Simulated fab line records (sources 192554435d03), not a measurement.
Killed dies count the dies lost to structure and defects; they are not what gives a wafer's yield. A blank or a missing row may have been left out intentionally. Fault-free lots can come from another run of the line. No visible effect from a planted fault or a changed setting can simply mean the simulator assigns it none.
The tool behind it: which one? || flow n5-finfet || Sampling: 24 lots, 72 wafers, 3 of 1938 route steps

## WHAT EACH GAUGE READ, for each wafer
N5_BEOL_M3_THK_MEAS_53: measures by xrf. Usual: M3_THK typically reads 40.3 nm, with standard deviation 2.
{"lot": "L075", "measured": "day 7 20:07", "on": "film-metro-02", "M3_THK (nm)": "38.0 41.3 39.1", "flag": ""}
{"lot": "L076", "measured": "day 7 22:04", "on": "film-metro-01", "M3_THK (nm)": "42.4 38.7 39.8", "flag": ""}
{"lot": "L077", "measured": "day 8 00:19", "on": "film-metro-02", "M3_THK (nm)": "39.2 38.7 39.3", "flag": ""}
{"lot": "L074", "measured": "day 8 08:58", "on": "film-metro-02", "M3_THK (nm)": "39.6 38.3 38.2", "flag": ""}
{"lot": "L079", "measured": "day 8 14:04", "on": "film-metro-01", "M3_THK (nm)": "40.0 37.0 43.8", "flag": ""}
{"lot": "L078", "measured": "day 8 14:10", "on": "film-metro-02", "M3_THK (nm)": "42.2 37.4 42.1", "flag": ""}
{"lot": "L080", "measured": "day 8 18:13", "on": "film-metro-02", "M3_THK (nm)": "40.6 37.9 42.6", "flag": ""}
{"lot": "L081", "measured": "day 9 03:23", "on": "film-metro-02", "M3_THK (nm)": "40.6 38.4 40.7", "flag": ""}
{"lot": "L082", "measured": "day 9 10:25", "on": "film-metro-01", "M3_THK (nm)": "40.4 40.8 40.3", "flag": ""}
{"lot": "L083", "measured": "day 9 22:37", "on": "film-metro-02", "M3_THK (nm)": "38.0 39.9 43.3", "flag": ""}
{"lot": "L084", "measured": "day 10 05:17", "on": "film-metro-02", "M3_THK (nm)": "39.7 43.2 44.8", "flag": ""}
{"lot": "L085", "measured": "day 10 07:17", "on": "film-metro-01", "M3_THK (nm)": "38.7 41.8 42.0", "flag": ""}
{"lot": "L086", "measured": "day 10 16:53", "on": "film-metro-01", "M3_THK (nm)": "38.0 42.7 41.1", "flag": ""}
{"lot": "L087", "measured": "day 10 21:46", "on": "film-metro-01", "M3_THK (nm)": "37.8 40.7 40.5", "flag": ""}
{"lot": "L088", "measured": "day 11 00:56", "on": "film-metro-02", "M3_THK (nm)": "40.4 41.5 44.3", "flag": ""}
{"lot": "L089", "measured": "day 11 08:25", "on": "film-metro-02", "M3_THK (nm)": "39.9 41.4 39.8", "flag": ""}
{"lot": "L091", "measured": "day 11 17:06", "on": "film-metro-02", "M3_THK (nm)": "36.2 39.2 40.6", "flag": ""}
{"lot": "L090", "measured": "day 11 17:43", "on": "film-metro-02", "M3_THK (nm)": "38.5 40.8 40.9", "flag": ""}
{"lot": "L092", "measured": "day 12 01:05", "on": "film-metro-01", "M3_THK (nm)": "37.6 42.4 40.9", "flag": ""}
{"lot": "L094", "measured": "day 12 09:55", "on": "film-metro-02", "M3_THK (nm)": "38.5 39.6 43.8", "flag": ""}
{"lot": "L093", "measured": "day 12 10:08", "on": "film-metro-01", "M3_THK (nm)": "43.2 38.7 41.1", "flag": ""}
{"lot": "L095", "measured": "day 12 22:50", "on": "film-metro-02", "M3_THK (nm)": "42.4 42.4 40.8", "flag": ""}
{"lot": "L096", "measured": "day 13 01:34", "on": "film-metro-02", "M3_THK (nm)": "39.5 39.9 42.1", "flag": ""}
{"lot": "L097", "measured": "day 13 04:09", "on": "film-metro-01", "M3_THK (nm)": "36.8 41.7 37.9", "flag": ""}

N5_BEOL_M4_CD_MEAS_11: the cd target is 16.79 nm. Usual: 16.70 nm for cd-nm, sd 0.27.
{"lot": "L075", "measured": "day 7 21:35", "on": "cd-sem-03", "cd-nm (nm)": "16.64 16.91 17.01", "flag": ""}
{"lot": "L076", "measured": "day 8 01:30", "on": "cd-sem-02", "cd-nm (nm)": "16.97 16.96 16.77", "flag": ""}
{"lot": "L077", "measured": "day 8 02:01", "on": "cd-sem-02", "cd-nm (nm)": "16.16 16.25 16.74", "flag": ""}
{"lot": "L074", "measured": "day 8 09:50", "on": "cd-sem-03", "cd-nm (nm)": "16.72 16.66 16.95", "flag": ""}
{"lot": "L079", "measured": "day 8 15:06", "on": "cd-sem-02", "cd-nm (nm)": "16.90 16.73 16.96", "flag": ""}
{"lot": "L078", "measured": "day 8 15:43", "on": "cd-sem-02", "cd-nm (nm)": "16.97 16.67 17.38", "flag": ""}
{"lot": "L080", "measured": "day 8 23:10", "on": "cd-sem-02", "cd-nm (nm)": "16.86 16.68 16.83", "flag": ""}
{"lot": "L081", "measured": "day 9 06:16", "on": "cd-sem-02", "cd-nm (nm)": "16.85 17.14 16.38", "flag": ""}
{"lot": "L082", "measured": "day 9 11:39", "on": "cd-sem-01", "cd-nm (nm)": "16.64 16.33 16.90", "flag": ""}
{"lot": "L083", "measured": "day 9 23:58", "on": "cd-sem-03", "cd-nm (nm)": "16.74 16.67 16.62", "flag": ""}
{"lot": "L084", "measured": "day 10 07:20", "on": "cd-sem-02", "cd-nm (nm)": "16.24 16.98 16.81", "flag": ""}
{"lot": "L085", "measured": "day 10 08:20", "on": "cd-sem-03", "cd-nm (nm)": "17.02 17.02 16.78", "flag": ""}
{"lot": "L086", "measured": "day 10 18:19", "on": "cd-sem-02", "cd-nm (nm)": "16.20 16.44 16.37", "flag": ""}
{"lot": "L087", "measured": "day 10 23:02", "on": "cd-sem-03", "cd-nm (nm)": "16.79 16.86 16.83", "flag": ""}
{"lot": "L088", "measured": "day 11 02:23", "on": "cd-sem-01", "cd-nm (nm)": "16.34 16.68 16.39", "flag": ""}
{"lot": "L089", "measured": "day 11 10:07", "on": "cd-sem-02", "cd-nm (nm)": "16.54 16.64 16.15", "flag": ""}
{"lot": "L091", "measured": "day 11 18:55", "on": "cd-sem-01", "cd-nm (nm)": "17.20 17.09 17.18", "flag": ""}
{"lot": "L090", "measured": "day 11 19:14", "on": "cd-sem-03", "cd-nm (nm)": "16.88 16.47 17.03", "flag": ""}
{"lot": "L092", "measured": "day 12 03:32", "on": "cd-sem-03", "cd-nm (nm)": "16.88 17.06 16.71", "flag": ""}
{"lot": "L094", "measured": "day 12 13:19", "on": "cd-sem-03", "cd-nm (nm)": "16.35 16.15 16.16", "flag": ""}
{"lot": "L093", "measured": "day 12 13:28", "on": "cd-sem-02", "cd-nm (nm)": "16.67 16.71 17.04", "flag": ""}
{"lot": "L095", "measured": "day 12 23:52", "on": "cd-sem-03", "cd-nm (nm)": "16.96 16.73 16.36", "flag": ""}
{"lot": "L096", "measured": "day 13 05:17", "on": "cd-sem-01", "cd-nm (nm)": "16.75 16.62 16.32", "flag": ""}
{"lot": "L097", "measured": "day 13 06:11", "on": "cd-sem-03", "cd-nm (nm)": "16.45 16.58 16.93", "flag": ""}

## TOOL THAT RAN EACH LOT (tool first, then ch and the chambers of the sampled wafers, then the start)
{"lot": "L075", "N5_BEOL_M3_SPUTTER_94": "pvd-sputter-02, day 7 17:17"}
{"lot": "L076", "N5_BEOL_M3_SPUTTER_94": "pvd-sputter-03, day 7 21:04"}
{"lot": "L077", "N5_BEOL_M3_SPUTTER_94": "pvd-sputter-03, day 7 23:18"}
{"lot": "L074", "N5_BEOL_M3_SPUTTER_94": "pvd-sputter-02, day 8 07:56"}
{"lot": "L079", "N5_BEOL_M3_SPUTTER_94": "pvd-sputter-02, day 8 13:04"}
{"lot": "L078", "N5_BEOL_M3_SPUTTER_94": "pvd-sputter-01, day 8 13:10"}
{"lot": "L080", "N5_BEOL_M3_SPUTTER_94": "pvd-sputter-01, day 8 17:07"}
{"lot": "L081", "N5_BEOL_M3_SPUTTER_94": "pvd-sputter-03, day 9 01:54"}
{"lot": "L082", "N5_BEOL_M3_SPUTTER_94": "pvd-sputter-02, day 9 09:23"}
{"lot": "L083", "N5_BEOL_M3_SPUTTER_94": "pvd-sputter-03, day 9 21:33"}
{"lot": "L084", "N5_BEOL_M3_SPUTTER_94": "pvd-sputter-01, day 10 04:00"}
{"lot": "L085", "N5_BEOL_M3_SPUTTER_94": "pvd-sputter-01, day 10 06:17"}
{"lot": "L086", "N5_BEOL_M3_SPUTTER_94": "pvd-sputter-03, day 10 15:52"}
{"lot": "L087", "N5_BEOL_M3_SPUTTER_94": "pvd-sputter-02, day 10 20:40"}
{"lot": "L088", "N5_BEOL_M3_SPUTTER_94": "pvd-sputter-02, day 10 23:55"}
{"lot": "L089", "N5_BEOL_M3_SPUTTER_94": "pvd-sputter-01, day 11 07:25"}
{"lot": "L091", "N5_BEOL_M3_SPUTTER_94": "pvd-sputter-03, day 11 16:06"}
{"lot": "L090", "N5_BEOL_M3_SPUTTER_94": "pvd-sputter-02, day 11 16:15"}
{"lot": "L092", "N5_BEOL_M3_SPUTTER_94": "pvd-sputter-03, day 12 00:05"}
{"lot": "L094", "N5_BEOL_M3_SPUTTER_94": "pvd-sputter-03, day 12 08:55"}
{"lot": "L093", "N5_BEOL_M3_SPUTTER_94": "pvd-sputter-02, day 12 09:06"}
{"lot": "L095", "N5_BEOL_M3_SPUTTER_94": "pvd-sputter-03, day 12 21:50"}
{"lot": "L096", "N5_BEOL_M3_SPUTTER_94": "pvd-sputter-01, day 13 00:33"}
{"lot": "L097", "N5_BEOL_M3_SPUTTER_94": "pvd-sputter-02, day 13 03:08"}
- N5_BEOL_M3_SPUTTER_94: material Cu, target thk 4.5 nm, time 8.29 s.

## AS READ BY THE TOOLS THEMSELVES (means over the sampled wafers that have a number; for cases with no such wafer, the mark the record gives instead)
N5_BEOL_M3_SPUTTER_94. Usual: chuck-gas-flow-sccm 1.28 sccm, standard deviation 0.05; chuck-sensor-temp-C -16.1 C, standard deviation 0.37; susceptor-temp-C -20.00 C, standard deviation 0.11; throttle-valve-pct 29.7 %, standard deviation 0.82.
{"lot": "L075", "tool": "pvd-sputter-02", "chuck-gas-flow-sccm (sccm)": 1.29, "chuck-sensor-temp-C (C)": -16.3, "susceptor-temp-C (C)": -20.09, "throttle-valve-pct (%)": 29.8, "flag": ""}
{"lot": "L076", "tool": "pvd-sputter-03", "chuck-gas-flow-sccm (sccm)": 1.19, "chuck-sensor-temp-C (C)": -15.9, "susceptor-temp-C (C)": -19.90, "throttle-valve-pct (%)": 30.4, "flag": ""}
{"lot": "L077", "tool": "pvd-sputter-03", "chuck-gas-flow-sccm (sccm)": 1.24, "chuck-sensor-temp-C (C)": -16.0, "susceptor-temp-C (C)": -19.97, "throttle-valve-pct (%)": 29.9, "flag": ""}
{"lot": "L074", "tool": "pvd-sputter-02", "chuck-gas-flow-sccm (sccm)": 1.27, "chuck-sensor-temp-C (C)": -16.6, "susceptor-temp-C (C)": -19.97, "throttle-valve-pct (%)": 29.3, "flag": ""}
{"lot": "L079", "tool": "pvd-sputter-02", "chuck-gas-flow-sccm (sccm)": 1.32, "chuck-sensor-temp-C (C)": -16.4, "susceptor-temp-C (C)": -19.94, "throttle-valve-pct (%)": 30.3, "flag": ""}
{"lot": "L078", "tool": "pvd-sputter-01", "chuck-gas-flow-sccm (sccm)": 1.25, "chuck-sensor-temp-C (C)": -16.0, "susceptor-temp-C (C)": -20.01, "throttle-valve-pct (%)": 28.9, "flag": ""}
{"lot": "L080", "tool": "pvd-sputter-01", "chuck-gas-flow-sccm (sccm)": 1.28, "chuck-sensor-temp-C (C)": -16.2, "susceptor-temp-C (C)": -20.06, "throttle-valve-pct (%)": 29.5, "flag": ""}
{"lot": "L081", "tool": "pvd-sputter-03", "chuck-gas-flow-sccm (sccm)": 1.28, "chuck-sensor-temp-C (C)": -16.3, "susceptor-temp-C (C)": -19.95, "throttle-valve-pct (%)": 29.2, "flag": ""}
{"lot": "L082", "tool": "pvd-sputter-02", "chuck-gas-flow-sccm (sccm)": 1.28, "chuck-sensor-temp-C (C)": -16.4, "susceptor-temp-C (C)": -20.02, "throttle-valve-pct (%)": 30.4, "flag": ""}
{"lot": "L083", "tool": "pvd-sputter-03", "chuck-gas-flow-sccm (sccm)": 1.28, "chuck-sensor-temp-C (C)": -15.7, "susceptor-temp-C (C)": -19.96, "throttle-valve-pct (%)": 30.1, "flag": ""}
{"lot": "L084", "tool": "pvd-sputter-01", "chuck-gas-flow-sccm (sccm)": 1.27, "chuck-sensor-temp-C (C)": -15.9, "susceptor-temp-C (C)": -20.00, "throttle-valve-pct (%)": 29.0, "flag": ""}
{"lot": "L085", "tool": "pvd-sputter-01", "chuck-gas-flow-sccm (sccm)": 1.29, "chuck-sensor-temp-C (C)": -16.1, "susceptor-temp-C (C)": -20.03, "throttle-valve-pct (%)": 29.4, "flag": ""}
{"lot": "L086", "tool": "pvd-sputter-03", "chuck-gas-flow-sccm (sccm)": 1.26, "chuck-sensor-temp-C (C)": -16.0, "susceptor-temp-C (C)": -20.05, "throttle-valve-pct (%)": 30.1, "flag": ""}
{"lot": "L087", "tool": "pvd-sputter-02", "chuck-gas-flow-sccm (sccm)": 1.25, "chuck-sensor-temp-C (C)": -16.5, "susceptor-temp-C (C)": -19.95, "throttle-valve-pct (%)": 29.4, "flag": ""}
{"lot": "L088", "tool": "pvd-sputter-02", "chuck-gas-flow-sccm (sccm)": 1.30, "chuck-sensor-temp-C (C)": -16.3, "susceptor-temp-C (C)": -19.99, "throttle-valve-pct (%)": 30.1, "flag": ""}
{"lot": "L089", "tool": "pvd-sputter-01", "chuck-gas-flow-sccm (sccm)": 1.23, "chuck-sensor-temp-C (C)": -15.7, "susceptor-temp-C (C)": -20.02, "throttle-valve-pct (%)": 29.0, "flag": ""}
{"lot": "L091", "tool": "pvd-sputter-03", "chuck-gas-flow-sccm (sccm)": 1.22, "chuck-sensor-temp-C (C)": -15.9, "susceptor-temp-C (C)": -20.11, "throttle-valve-pct (%)": 30.2, "flag": ""}
{"lot": "L090", "tool": "pvd-sputter-02", "chuck-gas-flow-sccm (sccm)": 1.29, "chuck-sensor-temp-C (C)": -16.1, "susceptor-temp-C (C)": -19.89, "throttle-valve-pct (%)": 30.2, "flag": ""}
{"lot": "L092", "tool": "pvd-sputter-03", "chuck-gas-flow-sccm (sccm)": 1.29, "chuck-sensor-temp-C (C)": -15.8, "susceptor-temp-C (C)": -20.05, "throttle-valve-pct (%)": 30.1, "flag": ""}
{"lot": "L094", "tool": "pvd-sputter-03", "chuck-gas-flow-sccm (sccm)": 1.34, "chuck-sensor-temp-C (C)": -15.9, "susceptor-temp-C (C)": -20.01, "throttle-valve-pct (%)": 29.9, "flag": ""}
{"lot": "L093", "tool": "pvd-sputter-02", "chuck-gas-flow-sccm (sccm)": 1.28, "chuck-sensor-temp-C (C)": -16.0, "susceptor-temp-C (C)": -19.99, "throttle-valve-pct (%)": 30.1, "flag": ""}
{"lot": "L095", "tool": "pvd-sputter-03", "chuck-gas-flow-sccm (sccm)": 1.32, "chuck-sensor-temp-C (C)": -16.3, "susceptor-temp-C (C)": -20.11, "throttle-valve-pct (%)": 29.1, "flag": ""}
{"lot": "L096", "tool": "pvd-sputter-01", "chuck-gas-flow-sccm (sccm)": 1.25, "chuck-sensor-temp-C (C)": -15.4, "susceptor-temp-C (C)": -20.12, "throttle-valve-pct (%)": 28.9, "flag": ""}
{"lot": "L097", "tool": "pvd-sputter-02", "chuck-gas-flow-sccm (sccm)": 1.26, "chuck-sensor-temp-C (C)": -16.3, "susceptor-temp-C (C)": -20.06, "throttle-valve-pct (%)": 30.3, "flag": ""}

## THE ANSWER, worked out from the rows above alone
Rule: lot off if the mean of its wafers having a number is beyond 3 standard deviations from the usual mean. Also off: a lot with no number at a reading for which 4 or more lots have one. Any other lot the step has rows for is counted as sound. After the gauges, taken in route order, come the tools' own readings; for these a lot's mean is taken, as printed above. The first step at which some lot is off is used, and at that step the reading that is off furthest; a lot without a number counts as furthest.
No lot is off on any of the readings shown, so nothing can be concluded from this.

## WHAT THE SIMULATOR PUT IN
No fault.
